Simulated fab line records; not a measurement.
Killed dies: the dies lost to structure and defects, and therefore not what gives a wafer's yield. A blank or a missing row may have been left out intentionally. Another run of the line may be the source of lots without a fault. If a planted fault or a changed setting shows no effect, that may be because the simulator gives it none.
Which tool is to blame? || flow n5 finfet || 24 lots with 72 wafers sampled at 5 steps, on a route of 1938 steps

## WHAT EACH GAUGE READ, for each wafer
N5_BEOL_M2_CD_MEAS_28: target cd 26.2 nm, target cd y 24.1 nm. Usual: cd nm reads 26.29 nm (standard deviation 0.23).
{"lot": "L074", "measured": "day 6 18:41", "on": "cd sem-01", "cd nm (nm)": "26.50 26.73 26.05", "flag": ""}
{"lot": "L076", "measured": "day 6 19:49", "on": "cd sem-02", "cd nm (nm)": "26.16 26.21 26.41", "flag": ""}
{"lot": "L075", "measured": "day 7 00:54", "on": "cd sem-01", "cd nm (nm)": "26.62 26.73 26.43", "flag": ""}
{"lot": "L077", "measured": "day 7 08:55", "on": "cd sem-02", "cd nm (nm)": "26.43 26.32 26.46", "flag": ""}
{"lot": "L078", "measured": "day 7 13:08", "on": "cd sem-01", "cd nm (nm)": "26.09 26.00 26.37", "flag": ""}
{"lot": "L079", "measured": "day 7 23:26", "on": "cd sem-01", "cd nm (nm)": "26.20 25.98 26.38", "flag": ""}
{"lot": "L081", "measured": "day 8 03:19", "on": "cd sem-02", "cd nm (nm)": "26.15 26.33 26.62", "flag": ""}
{"lot": "L082", "measured": "day 8 14:13", "on": "cd sem-01", "cd nm (nm)": "26.27 26.57 26.36", "flag": ""}
{"lot": "L080", "measured": "day 8 14:23", "on": "cd sem-01", "cd nm (nm)": "26.43 26.45 26.40", "flag": ""}
{"lot": "L083", "measured": "day 8 23:35", "on": "cd sem-02", "cd nm (nm)": "25.75 26.30 26.25", "flag": ""}
{"lot": "L084", "measured": "day 9 03:27", "on": "cd sem-02", "cd nm (nm)": "26.36 26.41 26.18", "flag": ""}
{"lot": "L085", "measured": "day 9 16:05", "on": "cd sem-01", "cd nm (nm)": "26.14 25.86 26.42", "flag": ""}
{"lot": "L086", "measured": "day 9 21:33", "on": "cd sem-02", "cd nm (nm)": "26.34 26.18 26.52", "flag": ""}
{"lot": "L087", "measured": "day 10 06:05", "on": "cd sem-02", "cd nm (nm)": "26.27 26.77 26.35", "flag": ""}
{"lot": "L088", "measured": "day 10 09:13", "on": "cd sem-01", "cd nm (nm)": "26.54 26.40 26.42", "flag": ""}
{"lot": "L089", "measured": "day 10 15:00", "on": "cd sem-03", "cd nm (nm)": "26.17 25.63 26.35", "flag": ""}
{"lot": "L090", "measured": "day 10 22:01", "on": "cd sem-01", "cd nm (nm)": "26.44 26.29 26.29", "flag": ""}
{"lot": "L091", "measured": "day 11 02:48", "on": "cd sem-01", "cd nm (nm)": "26.07 26.41 26.35", "flag": ""}
{"lot": "L092", "measured": "day 11 04:07", "on": "cd sem-01", "cd nm (nm)": "26.24 26.37 26.42", "flag": ""}
{"lot": "L093", "measured": "day 11 05:29", "on": "cd sem-03", "cd nm (nm)": "26.17 26.70 25.96", "flag": ""}
{"lot": "L094", "measured": "day 11 12:10", "on": "cd sem-03", "cd nm (nm)": "25.87 26.24 26.03", "flag": ""}
{"lot": "L095", "measured": "day 11 17:05", "on": "cd sem-03", "cd nm (nm)": "26.05 26.41 26.13", "flag": ""}
{"lot": "L096", "measured": "day 12 08:34", "on": "cd sem-03", "cd nm (nm)": "26.21 26.49 26.20", "flag": ""}
{"lot": "L097", "measured": "day 12 12:11", "on": "cd sem-03", "cd nm (nm)": "26.46 26.40 26.33", "flag": ""}

N5_BEOL_M2_THK_MEAS_53: measures by xrf. Usual: for M2_THK the level is 40.0 nm and the standard deviation is 1.5.
{"lot": "L074", "measured": "day 7 02:34", "on": "film metro-01", "M2_THK (nm)": "38.8 38.3 40.6", "flag": ""}
{"lot": "L076", "measured": "day 7 03:14", "on": "film metro-02", "M2_THK (nm)": "39.6 39.6 38.8", "flag": ""}
{"lot": "L075", "measured": "day 7 10:59", "on": "film metro-02", "M2_THK (nm)": "42.1 41.2 42.6", "flag": ""}
{"lot": "L077", "measured": "day 7 15:28", "on": "film metro-01", "M2_THK (nm)": "38.3 38.1 37.4", "flag": ""}
{"lot": "L078", "measured": "day 7 18:10", "on": "film metro-01", "M2_THK (nm)": "39.4 40.4 42.4", "flag": ""}
{"lot": "L079", "measured": "day 8 12:15", "on": "film metro-01", "M2_THK (nm)": "39.9 39.3 42.0", "flag": ""}
{"lot": "L081", "measured": "day 8 19:45", "on": "film metro-01", "M2_THK (nm)": "40.1 40.1 41.3", "flag": ""}
{"lot": "L082", "measured": "day 8 21:46", "on": "film metro-01", "M2_THK (nm)": "38.7 39.5 39.5", "flag": ""}
{"lot": "L080", "measured": "day 9 00:08", "on": "film metro-02", "M2_THK (nm)": "39.9 39.7 40.2", "flag": ""}
{"lot": "L083", "measured": "day 9 05:56", "on": "film metro-01", "M2_THK (nm)": "39.0 39.6 40.0", "flag": ""}
{"lot": "L084", "measured": "day 9 11:46", "on": "film metro-02", "M2_THK (nm)": "39.0 41.1 40.2", "flag": ""}
{"lot": "L085", "measured": "day 10 01:02", "on": "film metro-02", "M2_THK (nm)": "38.9 40.6 40.3", "flag": ""}
{"lot": "L086", "measured": "day 10 04:27", "on": "film metro-02", "M2_THK (nm)": "40.4 40.4 42.7", "flag": ""}
{"lot": "L087", "measured": "day 10 13:26", "on": "film metro-01", "M2_THK (nm)": "42.0 41.0 39.4", "flag": ""}
{"lot": "L088", "measured": "day 10 21:06", "on": "film metro-02", "M2_THK (nm)": "41.2 40.7 40.9", "flag": ""}
{"lot": "L089", "measured": "day 11 06:33", "on": "film metro-02", "M2_THK (nm)": "44.5 39.1 39.0", "flag": ""}
{"lot": "L090", "measured": "day 11 05:43", "on": "film metro-02", "M2_THK (nm)": "40.4 41.1 41.4", "flag": ""}
{"lot": "L091", "measured": "day 11 12:22", "on": "film metro-01", "M2_THK (nm)": "39.1 39.0 39.3", "flag": ""}
{"lot": "L092", "measured": "day 11 13:25", "on": "film metro-02", "M2_THK (nm)": "37.5 38.6 37.3", "flag": ""}
{"lot": "L093", "measured": "day 11 19:20", "on": "film metro-01", "M2_THK (nm)": "39.4 40.5 39.3", "flag": ""}
{"lot": "L094", "measured": "day 11 21:10", "on": "film metro-02", "M2_THK (nm)": "42.5 41.8 43.9", "flag": ""}
{"lot": "L095", "measured": "day 11 21:46", "on": "film metro-01", "M2_THK (nm)": "41.3 39.0 38.1", "flag": ""}
{"lot": "L096", "measured": "day 12 15:22", "on": "film metro-01", "M2_THK (nm)": "37.9 39.6 42.2", "flag": ""}
{"lot": "L097", "measured": "day 12 18:08", "on": "film metro-02", "M2_THK (nm)": "38.8 42.2 41.4", "flag": ""}

## WHAT TOOL EACH LOT RAN ON (gives the tool, then ch and the chambers of the sampled wafers, and finally the start)
{"lot": "L074", "N5_BEOL_M2_HM_OPEN_17": "rie metal-03 ch 0,1, day 6 18:03", "N5_BEOL_M2_PRE_CLEAN_45": "pvd sputter-02, day 6 23:20", "N5_BEOL_M2_ANNEAL_91": "pvd sputter-01, day 7 01:12"}
{"lot": "L076", "N5_BEOL_M2_HM_OPEN_17": "rie metal-01 ch 0,1, day 6 19:19", "N5_BEOL_M2_PRE_CLEAN_45": "pvd sputter-02, day 6 23:57", "N5_BEOL_M2_ANNEAL_91": "pvd sputter-03, day 7 01:51"}
{"lot": "L075", "N5_BEOL_M2_HM_OPEN_17": "rie metal-02 ch 0,1, day 7 00:17", "N5_BEOL_M2_PRE_CLEAN_45": "pvd sputter-02, day 7 07:47", "N5_BEOL_M2_ANNEAL_91": "pvd sputter-03, day 7 09:37"}
{"lot": "L077", "N5_BEOL_M2_HM_OPEN_17": "rie metal-01 ch 0,1, day 7 08:25", "N5_BEOL_M2_PRE_CLEAN_45": "pvd sputter-02, day 7 12:07", "N5_BEOL_M2_ANNEAL_91": "pvd sputter-02, day 7 14:06"}
{"lot": "L078", "N5_BEOL_M2_HM_OPEN_17": "rie metal-02 ch 0,1, day 7 12:39", "N5_BEOL_M2_PRE_CLEAN_45": "pvd sputter-01, day 7 15:02", "N5_BEOL_M2_ANNEAL_91": "pvd sputter-01, day 7 16:43"}
{"lot": "L079", "N5_BEOL_M2_HM_OPEN_17": "rie metal-02 ch 0,1, day 7 22:48", "N5_BEOL_M2_PRE_CLEAN_45": "pvd sputter-03, day 8 08:02", "N5_BEOL_M2_ANNEAL_91": "pvd sputter-03, day 8 10:10"}
{"lot": "L081", "N5_BEOL_M2_HM_OPEN_17": "rie metal-02 ch 0,1, day 8 02:49", "N5_BEOL_M2_PRE_CLEAN_45": "pvd sputter-02, day 8 12:41", "N5_BEOL_M2_ANNEAL_91": "pvd sputter-03, day 8 14:26"}
{"lot": "L082", "N5_BEOL_M2_HM_OPEN_17": "rie metal-02 ch 0,1, day 8 13:30", "N5_BEOL_M2_PRE_CLEAN_45": "pvd sputter-01, day 8 15:28", "N5_BEOL_M2_ANNEAL_91": "pvd sputter-02, day 8 17:10"}
{"lot": "L080", "N5_BEOL_M2_HM_OPEN_17": "rie metal-03 ch 0,1, day 8 13:43", "N5_BEOL_M2_PRE_CLEAN_45": "pvd sputter-01, day 8 15:44", "N5_BEOL_M2_ANNEAL_91": "pvd sputter-03, day 8 18:58"}
{"lot": "L083", "N5_BEOL_M2_HM_OPEN_17": "rie metal-03 ch 0,1, day 8 23:05", "N5_BEOL_M2_PRE_CLEAN_45": "pvd sputter-03, day 9 01:41", "N5_BEOL_M2_ANNEAL_91": "pvd sputter-01, day 9 03:23"}
{"lot": "L084", "N5_BEOL_M2_HM_OPEN_17": "rie metal-02 ch 0,1, day 9 02:59", "N5_BEOL_M2_PRE_CLEAN_45": "pvd sputter-03, day 9 05:08", "N5_BEOL_M2_ANNEAL_91": "pvd sputter-03, day 9 07:10"}
{"lot": "L085", "N5_BEOL_M2_HM_OPEN_17": "rie metal-01 ch 0,1, day 9 15:32", "N5_BEOL_M2_PRE_CLEAN_45": "pvd sputter-02, day 9 18:16", "N5_BEOL_M2_ANNEAL_91": "pvd sputter-03, day 9 20:16"}
{"lot": "L086", "N5_BEOL_M2_HM_OPEN_17": "rie metal-03 ch 0,1, day 9 20:55", "N5_BEOL_M2_PRE_CLEAN_45": "pvd sputter-03, day 9 22:41", "N5_BEOL_M2_ANNEAL_91": "pvd sputter-02, day 10 00:22"}
{"lot": "L087", "N5_BEOL_M2_HM_OPEN_17": "rie metal-01 ch 0,1, day 10 05:35", "N5_BEOL_M2_PRE_CLEAN_45": "pvd sputter-02, day 10 10:17", "N5_BEOL_M2_ANNEAL_91": "pvd sputter-03, day 10 12:04"}
{"lot": "L088", "N5_BEOL_M2_HM_OPEN_17": "rie metal-03 ch 0,1, day 10 08:29", "N5_BEOL_M2_PRE_CLEAN_45": "pvd sputter-01, day 10 17:40", "N5_BEOL_M2_ANNEAL_91": "pvd sputter-02, day 10 19:44"}
{"lot": "L089", "N5_BEOL_M2_HM_OPEN_17": "rie metal-01 ch 0,1, day 10 14:24", "N5_BEOL_M2_PRE_CLEAN_45": "pvd sputter-03, day 11 03:15", "N5_BEOL_M2_ANNEAL_91": "pvd sputter-02, day 11 05:11"}
{"lot": "L090", "N5_BEOL_M2_HM_OPEN_17": "rie metal-01 ch 0,1, day 10 21:33", "N5_BEOL_M2_PRE_CLEAN_45": "pvd sputter-01, day 11 02:20", "N5_BEOL_M2_ANNEAL_91": "pvd sputter-01, day 11 04:20"}
{"lot": "L091", "N5_BEOL_M2_HM_OPEN_17": "rie metal-01 ch 0,1, day 11 02:17", "N5_BEOL_M2_PRE_CLEAN_45": "pvd sputter-01, day 11 07:18", "N5_BEOL_M2_ANNEAL_91": "pvd sputter-03, day 11 11:00"}
{"lot": "L092", "N5_BEOL_M2_HM_OPEN_17": "rie metal-03 ch 0,1, day 11 03:28", "N5_BEOL_M2_PRE_CLEAN_45": "pvd sputter-01, day 11 10:04", "N5_BEOL_M2_ANNEAL_91": "pvd sputter-01, day 11 12:00"}
{"lot": "L093", "N5_BEOL_M2_HM_OPEN_17": "rie metal-03 ch 0,1, day 11 04:47", "N5_BEOL_M2_PRE_CLEAN_45": "pvd sputter-01, day 11 15:19", "N5_BEOL_M2_ANNEAL_91": "pvd sputter-02, day 11 17:09"}
{"lot": "L094", "N5_BEOL_M2_HM_OPEN_17": "rie metal-02 ch 0,1, day 11 11:40", "N5_BEOL_M2_PRE_CLEAN_45": "pvd sputter-02, day 11 17:56", "N5_BEOL_M2_ANNEAL_91": "pvd sputter-03, day 11 19:44"}
{"lot": "L095", "N5_BEOL_M2_HM_OPEN_17": "rie metal-01 ch 0,1, day 11 16:35", "N5_BEOL_M2_PRE_CLEAN_45": "pvd sputter-02, day 11 18:40", "N5_BEOL_M2_ANNEAL_91": "pvd sputter-01, day 11 20:23"}
{"lot": "L096", "N5_BEOL_M2_HM_OPEN_17": "rie metal-03 ch 0,1, day 12 07:57", "N5_BEOL_M2_PRE_CLEAN_45": "pvd sputter-01, day 12 12:02", "N5_BEOL_M2_ANNEAL_91": "pvd sputter-02, day 12 13:57"}
{"lot": "L097", "N5_BEOL_M2_HM_OPEN_17": "rie metal-03 ch 0,1, day 12 11:33", "N5_BEOL_M2_PRE_CLEAN_45": "pvd sputter-02, day 12 14:58", "N5_BEOL_M2_ANNEAL_91": "pvd sputter-01, day 12 16:46"}
- N5_BEOL_M2_HM_OPEN_17: chemistry Cl2/BCl3, target TiN, target depth 20 nm, overetch 6 nm.
- N5_BEOL_M2_PRE_CLEAN_45: time 30 s.
- N5_BEOL_M2_ANNEAL_91: time 240 s.

## WHAT THE TOOLS THEMSELVES READ (means of the sampled wafers that have a number; where no wafer has one, the mark that the record gives instead)
N5_BEOL_M2_HM_OPEN_17. Usual: bias w 126.0 W, standard deviation 0.39; drypump motor current A 5.5 A, standard deviation 0.61; oes product au 0.70 a.u., standard deviation 0.047; throttle valve pct 21.99 %, standard deviation 0.19.
{"lot": "L074", "tool": "rie metal-03", "bias w (W)": 126.3, "drypump motor current A (A)": 5.2, "oes product au (a.u.)": 0.77, "throttle valve pct (%)": 21.87, "flag": ""}
{"lot": "L076", "tool": "rie metal-01", "bias w (W)": 126.2, "drypump motor current A (A)": 5.4, "oes product au (a.u.)": 0.66, "throttle valve pct (%)": 22.18, "flag": ""}
{"lot": "L075", "tool": "rie metal-02", "bias w (W)": 125.8, "drypump motor current A (A)": 5.5, "oes product au (a.u.)": 0.74, "throttle valve pct (%)": 22.01, "flag": ""}
{"lot": "L077", "tool": "rie metal-01", "bias w (W)": 126.2, "drypump motor current A (A)": 5.8, "oes product au (a.u.)": 0.69, "throttle valve pct (%)": 21.98, "flag": ""}
{"lot": "L078", "tool": "rie metal-02", "bias w (W)": 126.2, "drypump motor current A (A)": 5.8, "oes product au (a.u.)": 0.69, "throttle valve pct (%)": 21.94, "flag": ""}
{"lot": "L079", "tool": "rie metal-02", "bias w (W)": 125.9, "drypump motor current A (A)": 5.8, "oes product au (a.u.)": 0.70, "throttle valve pct (%)": 21.93, "flag": ""}
{"lot": "L081", "tool": "rie metal-02", "bias w (W)": 125.9, "drypump motor current A (A)": 5.8, "oes product au (a.u.)": 0.69, "throttle valve pct (%)": 21.93, "flag": ""}
{"lot": "L082", "tool": "rie metal-02", "bias w (W)": 126.2, "drypump motor current A (A)": 5.5, "oes product au (a.u.)": 0.71, "throttle valve pct (%)": 22.03, "flag": ""}
{"lot": "L080", "tool": "rie metal-03", "bias w (W)": 126.2, "drypump motor current A (A)": 5.2, "oes product au (a.u.)": 0.75, "throttle valve pct (%)": 21.89, "flag": ""}
{"lot": "L083", "tool": "rie metal-03", "bias w (W)": 126.1, "drypump motor current A (A)": 5.2, "oes product au (a.u.)": 0.75, "throttle valve pct (%)": 21.87, "flag": ""}
{"lot": "L084", "tool": "rie metal-02", "bias w (W)": 126.1, "drypump motor current A (A)": 5.5, "oes product au (a.u.)": 0.72, "throttle valve pct (%)": 22.03, "flag": ""}
{"lot": "L085", "tool": "rie metal-01", "bias w (W)": 125.8, "drypump motor current A (A)": 5.4, "oes product au (a.u.)": 0.65, "throttle valve pct (%)": 22.19, "flag": ""}
{"lot": "L086", "tool": "rie metal-03", "bias w (W)": 125.9, "drypump motor current A (A)": 5.7, "oes product au (a.u.)": 0.71, "throttle valve pct (%)": 21.92, "flag": ""}
{"lot": "L087", "tool": "rie metal-01", "bias w (W)": 126.2, "drypump motor current A (A)": 5.4, "oes product au (a.u.)": 0.65, "throttle valve pct (%)": 22.18, "flag": ""}
{"lot": "L088", "tool": "rie metal-03", "bias w (W)": 126.1, "drypump motor current A (A)": 5.2, "oes product au (a.u.)": 0.74, "throttle valve pct (%)": 21.88, "flag": ""}
{"lot": "L089", "tool": "rie metal-01", "bias w (W)": 125.9, "drypump motor current A (A)": 5.4, "oes product au (a.u.)": 0.64, "throttle valve pct (%)": 22.17, "flag": ""}
{"lot": "L090", "tool": "rie metal-01", "bias w (W)": 126.4, "drypump motor current A (A)": 5.8, "oes product au (a.u.)": 0.67, "throttle valve pct (%)": 22.00, "flag": ""}
{"lot": "L091", "tool": "rie metal-01", "bias w (W)": 126.2, "drypump motor current A (A)": 5.8, "oes product au (a.u.)": 0.66, "throttle valve pct (%)": 22.01, "flag": ""}
{"lot": "L092", "tool": "rie metal-03", "bias w (W)": 125.8, "drypump motor current A (A)": 5.2, "oes product au (a.u.)": 0.74, "throttle valve pct (%)": 21.89, "flag": ""}
{"lot": "L093", "tool": "rie metal-03", "bias w (W)": 125.8, "drypump motor current A (A)": 5.7, "oes product au (a.u.)": 0.71, "throttle valve pct (%)": 21.94, "flag": ""}
{"lot": "L094", "tool": "rie metal-02", "bias w (W)": 126.1, "drypump motor current A (A)": 5.8, "oes product au (a.u.)": 0.67, "throttle valve pct (%)": 21.94, "flag": ""}
{"lot": "L095", "tool": "rie metal-01", "bias w (W)": 125.6, "drypump motor current A (A)": 5.4, "oes product au (a.u.)": 0.64, "throttle valve pct (%)": 22.19, "flag": ""}
{"lot": "L096", "tool": "rie metal-03", "bias w (W)": 125.9, "drypump motor current A (A)": 5.7, "oes product au (a.u.)": 0.69, "throttle valve pct (%)": 21.96, "flag": ""}
{"lot": "L097", "tool": "rie metal-03", "bias w (W)": 126.1, "drypump motor current A (A)": 5.7, "oes product au (a.u.)": 0.69, "throttle valve pct (%)": 21.95, "flag": ""}

N5_BEOL_M2_PRE_CLEAN_45. Usual: heater power w reads 330 W (standard deviation 23).
{"lot": "L074", "tool": "pvd sputter-02", "heater power w (W)": 330, "flag": ""}
{"lot": "L076", "tool": "pvd sputter-02", "heater power w (W)": 325, "flag": ""}
{"lot": "L075", "tool": "pvd sputter-02", "heater power w (W)": 326, "flag": ""}
{"lot": "L077", "tool": "pvd sputter-02", "heater power w (W)": 342, "flag": ""}
{"lot": "L078", "tool": "pvd sputter-01", "heater power w (W)": 335, "flag": ""}
{"lot": "L079", "tool": "pvd sputter-03", "heater power w (W)": 343, "flag": ""}
{"lot": "L081", "tool": "pvd sputter-02", "heater power w (W)": 343, "flag": ""}
{"lot": "L082", "tool": "pvd sputter-01", "heater power w (W)": 322, "flag": ""}
{"lot": "L080", "tool": "pvd sputter-01", "heater power w (W)": 335, "flag": ""}
{"lot": "L083", "tool": "pvd sputter-03", "heater power w (W)": 343, "flag": ""}
{"lot": "L084", "tool": "pvd sputter-03", "heater power w (W)": 329, "flag": ""}
{"lot": "L085", "tool": "pvd sputter-02", "heater power w (W)": 331, "flag": ""}
{"lot": "L086", "tool": "pvd sputter-03", "heater power w (W)": 361, "flag": ""}
{"lot": "L087", "tool": "pvd sputter-02", "heater power w (W)": 336, "flag": ""}
{"lot": "L088", "tool": "pvd sputter-01", "heater power w (W)": 332, "flag": ""}
{"lot": "L089", "tool": "pvd sputter-03", "heater power w (W)": 362, "flag": ""}
{"lot": "L090", "tool": "pvd sputter-01", "heater power w (W)": 330, "flag": ""}
{"lot": "L091", "tool": "pvd sputter-01", "heater power w (W)": 327, "flag": ""}
{"lot": "L092", "tool": "pvd sputter-01", "heater power w (W)": 331, "flag": ""}
{"lot": "L093", "tool": "pvd sputter-01", "heater power w (W)": 335, "flag": ""}
{"lot": "L094", "tool": "pvd sputter-02", "heater power w (W)": 320, "flag": ""}
{"lot": "L095", "tool": "pvd sputter-02", "heater power w (W)": 326, "flag": ""}
{"lot": "L096", "tool": "pvd sputter-01", "heater power w (W)": 316, "flag": ""}
{"lot": "L097", "tool": "pvd sputter-02", "heater power w (W)": 330, "flag": ""}

N5_BEOL_M2_ANNEAL_91. Usual: heater power w reads 831 W (standard deviation 64).
{"lot": "L074", "tool": "pvd sputter-01", "heater power w (W)": 837, "flag": ""}
{"lot": "L076", "tool": "pvd sputter-03", "heater power w (W)": 873, "flag": ""}
{"lot": "L075", "tool": "pvd sputter-03", "heater power w (W)": 871, "flag": ""}
{"lot": "L077", "tool": "pvd sputter-02", "heater power w (W)": 828, "flag": ""}
{"lot": "L078", "tool": "pvd sputter-01", "heater power w (W)": 806, "flag": ""}
{"lot": "L079", "tool": "pvd sputter-03", "heater power w (W)": 837, "flag": ""}
{"lot": "L081", "tool": "pvd sputter-03", "heater power w (W)": 890, "flag": ""}
{"lot": "L082", "tool": "pvd sputter-02", "heater power w (W)": 806, "flag": ""}
{"lot": "L080", "tool": "pvd sputter-03", "heater power w (W)": 853, "flag": ""}
{"lot": "L083", "tool": "pvd sputter-01", "heater power w (W)": 816, "flag": ""}
{"lot": "L084", "tool": "pvd sputter-03", "heater power w (W)": 801, "flag": ""}
{"lot": "L085", "tool": "pvd sputter-03", "heater power w (W)": 783, "flag": ""}
{"lot": "L086", "tool": "pvd sputter-02", "heater power w (W)": 843, "flag": ""}
{"lot": "L087", "tool": "pvd sputter-03", "heater power w (W)": 810, "flag": ""}
{"lot": "L088", "tool": "pvd sputter-02", "heater power w (W)": 799, "flag": ""}
{"lot": "L089", "tool": "pvd sputter-02", "heater power w (W)": 802, "flag": ""}
{"lot": "L090", "tool": "pvd sputter-01", "heater power w (W)": 823, "flag": ""}
{"lot": "L091", "tool": "pvd sputter-03", "heater power w (W)": 804, "flag": ""}
{"lot": "L092", "tool": "pvd sputter-01", "heater power w (W)": 825, "flag": ""}
{"lot": "L093", "tool": "pvd sputter-02", "heater power w (W)": 826, "flag": ""}
{"lot": "L094", "tool": "pvd sputter-03", "heater power w (W)": 852, "flag": ""}
{"lot": "L095", "tool": "pvd sputter-01", "heater power w (W)": 840, "flag": ""}
{"lot": "L096", "tool": "pvd sputter-02", "heater power w (W)": 805, "flag": ""}
{"lot": "L097", "tool": "pvd sputter-01", "heater power w (W)": 813, "flag": ""}

## THE ANSWER, worked out from the rows above alone
Rule: a lot is off if the mean of its wafers that have a number lies more than 3 standard deviations from the usual mean. A lot without any number at a reading at which 4 lots or more have one is off too. All remaining lots with rows at the step are treated as sound. First the gauges in route order, then the tools' own readings, where a lot's mean is used as printed above. At the first step where some lot is off, the reading lying furthest off is the one used; lots without a number count as furthest.
No lot is off at any reading shown: from this, nothing can be told.

## WHAT THE SIMULATOR HAD INSERTED
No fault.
